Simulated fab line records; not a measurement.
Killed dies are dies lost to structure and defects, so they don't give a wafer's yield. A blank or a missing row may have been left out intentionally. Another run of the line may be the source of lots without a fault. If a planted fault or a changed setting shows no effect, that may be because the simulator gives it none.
Struck lot and sound lot, side by side || flow nand_harc || 15 steps out of a route of 1302
Sound: wafers L721.2, L721.4, L721.6. Struck: wafer L732.6. (L732.3 of the same lot was not struck and is left out.) The cause comes at the end.
Per side, at each step with rows, come the tool, then ch with its chambers, and then its first start. Under that, the readings that differ: sound wafers || struck wafers || difference of the means || sigmas: that difference in standard deviations of wafers without a fault.
alike: same words and numbers on both sides, and readings whose means sit less than 2 such deviations apart. not compared: any withheld reading, any reading some wafer has no value for, any bound like >300 that may hide the same value, and any number with overlapping values for which the record gives no deviation.
A row with sigmas, a row that says differs or no value, or rows on one side alone: a step with any of these is where the two part. Non-overlapping numbers with no deviation appear without sigmas and do not part them. A reading that every wafer of one side lacks parts them only if that side has two wafers or more.

first, 2 steps without rows for these wafers: NHARC_P_BONDPAD_PRECLEAN_30 (cleans in DIW, time 300 s); NHARC_P_BONDPAD_SRD_31 (time 30 s, dry time 20 s).
NHARC_A_START_INSPECT_01:
  sound on defect_inspect-01 at day 9 06:10; struck on defect_inspect-02 at day 13 22:24
  alike: raw_defect_count
then, 9 steps without rows for these wafers: NHARC_A_ZERO_WELL_PRECLEAN_00 (cleans in SPM, time 600 s); NHARC_A_ZERO_WELL_SRD_01; NHARC_A_ZERO_WELL_DEHYDRATE_02 (time 120 s); NHARC_A_ZERO_WELL_HMDS_03 (time 30 s); NHARC_A_ZERO_WELL_COAT_18 (time 65 s); NHARC_A_ZERO_WELL_COAT_04 (resist thk 600 nm); NHARC_A_ZERO_WELL_SOFTBAKE_05 (time 70 s); NHARC_A_ZERO_WELL_EBR_06; NHARC_A_ZERO_WELL_EXPOSE_07 (exposes mask A ZERO).
NHARC_A_ZERO_WELL_PEB_08: peb time 80 s.
  sound on litho_track-05 ch 0, day 9 06:55; struck on litho_track-05 ch 0, day 13 23:09
{"reading": "heater_power_total_W (W)", "sound": "190.7 190.0 189.5", "struck": 220.0, "difference": "+29.9", "sigmas": "+42"}
  alike: chill_plate_temp_C
then, 1 step without rows for these wafers: NHARC_A_ZERO_WELL_DEVELOP_09 (time 50 s).
-- the record jumps here: 17 days lie between the struck wafers' starts before and after (it left off in module A_ZERO_WELL and takes up again in module END, whose first step shown is number 1302 of the route) --
NHARC_END_SORT_01:
  sound on prober-01 ch 0, day 26 19:32; struck on prober-02 ch 0, day 31 10:26
{"reading": "killed_short", "sound": "0 2 2", "struck": 5, "difference": "+4", "sigmas": "+2"}
  alike: killed_at_array, killed_at_other, killed_at_periphery, killed_dies, killed_open

WHERE THEY PART
At NHARC_A_ZERO_WELL_PEB_08 first; at NHARC_END_SORT_01 last (within this record only).

WHY: what had been put in by the simulator
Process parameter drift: litho_track-05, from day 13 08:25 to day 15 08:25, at NHARC_A_ZERO_WELL_PEB_08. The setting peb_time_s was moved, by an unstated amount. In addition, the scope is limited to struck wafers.
